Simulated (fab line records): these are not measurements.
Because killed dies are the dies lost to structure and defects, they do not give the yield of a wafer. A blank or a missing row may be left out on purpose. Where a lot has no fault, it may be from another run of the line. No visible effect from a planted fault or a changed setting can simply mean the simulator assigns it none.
Matching of chambers	flow n5Finfet	N5_STI_FIN_REVEAL_ALD_14 on aldSin-04: 4 sister chambers
The step deposits Si3N4, target thk 3 nm. 16 wafers are shown with their chamber, then 8 later ones without.

WAFERS WITH THEIR CHAMBER
wafer	chamber	heaterPowerW (W)
L077.2	3	812
L077.3	1	825
L077.6	0	647
L079.1	1	826
L079.2	0	648
L079.5	2	765
L084.3	3	794
L084.4	2	788
L084.6	2	768
L085.3	3	788
L085.5	3	810
L085.6	2	751
L087.3	1	827
L087.4	3	771
L087.5	3	816
L088.1	1	803

SIGNATURES (averages over the wafers above)
reading	chamber 0	chamber 1	chamber 2	chamber 3	scatter within a chamber
heaterPowerW	647.50	820.25	768.00	798.50	14.7
Rule: for a wafer and a chamber, the distance is found by dividing, reading by reading, the gap between the wafer's reading and the chamber's mean by the reading's scatter, squaring, summing and taking the root. If the next closest chamber is less than 2 further off than the closest, the wafer can't be placed; otherwise it belongs to the closest. The scatter: take each reading less its chamber's mean, square it, sum over the shown wafers, divide by the number of wafers less the number of chambers, and take the root.

WAFERS MISSING THEIR CHAMBER
wafer	heaterPowerW (W)
L088.3	750
L088.4	801
L090.1	649
L090.3	803
L090.5	770
L093.2	804
L093.4	822
L093.6	757

WHICH CHAMBER EACH ONE RAN IN
wafer	from the rows above	in truth
L088.3	2	2
L088.4	can't be placed: 3 or 1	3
L090.1	0	0
L090.3	can't be placed: 3 or 1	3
L090.5	can't be placed: 2 or 3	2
L093.2	can't be placed: 3 or 1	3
L093.4	can't be placed: 1 or 3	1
L093.6	2	2
Correctly placed: 3 of 8. From these rows, 5 cannot be placed; in 5 the true chamber is one of the candidates. Placed wrongly: 0.
